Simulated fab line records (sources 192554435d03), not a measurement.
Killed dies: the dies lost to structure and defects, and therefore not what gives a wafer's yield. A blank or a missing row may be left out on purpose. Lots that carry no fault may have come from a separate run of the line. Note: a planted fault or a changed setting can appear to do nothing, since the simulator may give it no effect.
A lot that was struck, set against a sound lot || flow n5 finfet || 15 steps out of a route of 1938
Sound: these wafers, L127.1, L127.5, L127.6. Struck: wafer L121.6 (L121.1, L121.5, from the same lot, were not struck and are left out); the cause is given at the end.
At each step with rows: each side's tool, then ch and its chambers, then its first start. Under that, the readings that differ: sound wafers || struck wafers || difference of the means || sigmas: that difference in standard deviations of wafers without a fault.
alike: words and numbers the same on both sides, and readings whose means are apart by under 2 such deviations; not compared: readings that were withheld, readings missing a value for some wafer, numbers with overlapping values and no deviation given by the record, and bounds like >300 which may hide the same value.
The two part at a step that has a row with sigmas, a row that says differs or no value, or rows on one side only. Numbers that don't overlap but have no deviation are shown without sigmas and don't part them. A reading missing from all wafers of one side parts the sides only when that side holds two or more wafers.

first, 1 step without rows for these wafers: N5_BEOL_M9_TRENCH_ETCH_37 (etches SiCOH lowk in C4F6/O2, target depth 151.43 nm, time 49 s).
N5_BEOL_M9_ETCH_41: etches SiCN in CH3F/O2, target depth 36.6 nm, time 70.1 s.
  sound: rie diel-02 ch 0,1,3; struck: rie diel-02 ch 1
  alike: drypump motor current A, oes product au, rf vpp V, showerhead plenum p Torr, throttle valve pct
  not compared: rf hours counter h
N5_BEOL_M9_STRIP_80: strips in N2/H2, time 10 s.
  sound: rie diel-02 ch 0,1,3; struck: rie diel-02 ch 1
  alike: drypump motor current A, oes product au, rf vpp V, showerhead plenum p Torr, throttle valve pct
  not compared: rf hours counter h
N5_BEOL_M9_OCD_MEAS_38:
  struck on ocd-01, day 14 12:37; sound on ocd-01, day 16 05:32
  alike: trench depth nm
then, 4 steps without rows for these wafers: N5_BEOL_M9_HM_STRIP_39 (strips TiN in peroxide tin strip, target depth 25 nm, time 158 s); N5_BEOL_M9_SRD_40 (time 30 s); N5_BEOL_M9_PRECLEAN_42 (cleans in residue remover, time 60 s); N5_BEOL_M9_SRD_43 (time 30 s).
N5_BEOL_M9_CD_MEAS_35: target cd 70 nm, target cd y 40 nm.
  struck on cd sem-02, day 14 12:46; sound on cd sem-02, day 16 05:41
  alike: cd nm
N5_BEOL_M9_CURE_72: cures SiCOH lowk, time 120 s.
  sound on uv cure-01 ch 2, day 16 05:46; struck on uv cure-02 ch 1, day 14 12:49
{"reading": "lamp power pct (%)", "sound": "52.34 52.31 52.31", "struck": 52.44, "difference": "+0.12", "sigmas": "+2"}
{"reading": "wafer_temp_C_max", "sound": "371.3 370.8 371.3", "struck": 372.8, "difference": "+1.7", "sigmas": "+3"}
then, 1 step without rows for these wafers: N5_BEOL_M9_DEGAS_44 (time 60 s).
N5_BEOL_M9_PRE_CLEAN_45: time 30 s.
  struck on pvd sputter-02, day 14 13:21; sound on pvd sputter-01, day 16 06:11
  alike: heater power w
N5_BEOL_M9_ALD_74: deposits TaN, target thk 2 nm, pulse time 2 s, purge time 3 s.
  sound on ald metal-03 ch 1,2, day 16 06:24; struck on ald metal-04 ch 0, day 14 13:53
{"reading": "ald cycles", "sound": "40 40 40", "struck": 36, "difference": -4, "sigmas": ""}
  alike: heater power w
N5_BEOL_M9_SURFACE_TREAT_79:
  struck on pvd sputter-03, day 14 14:24; sound on pvd sputter-02, day 16 06:55
  not compared: throttle valve pct
-- a jump in the record: the struck wafers' starts before and after are 3 days apart (it breaks off in module BEOL_M9 and resumes in module PASSIVATION, where the first step shown is number 1936 of the route) --
N5_PASSIVATION_PROBE_49:
  struck on prober-01, day 17 02:48; sound on prober-02, day 18 20:28
  alike: defect limited yield, killed_at_M0_to_M3, killed_at_M4_up, killed at contacts, killed at front end, killed at other, killed dies, killed open, killed short, sort_bin_4_leakage, sort_bin_5_function, sort_bin_6_memory, sort n pass, sort yield pct

## WHERE THEY PART
Within this record, at N5_BEOL_M9_CURE_72 only. Later steps at which nothing parts them and some readings are alike: N5_BEOL_M9_PRE_CLEAN_45, N5_BEOL_M9_ALD_74, N5_PASSIVATION_PROBE_49.

WHY: whatever the simulator had introduced
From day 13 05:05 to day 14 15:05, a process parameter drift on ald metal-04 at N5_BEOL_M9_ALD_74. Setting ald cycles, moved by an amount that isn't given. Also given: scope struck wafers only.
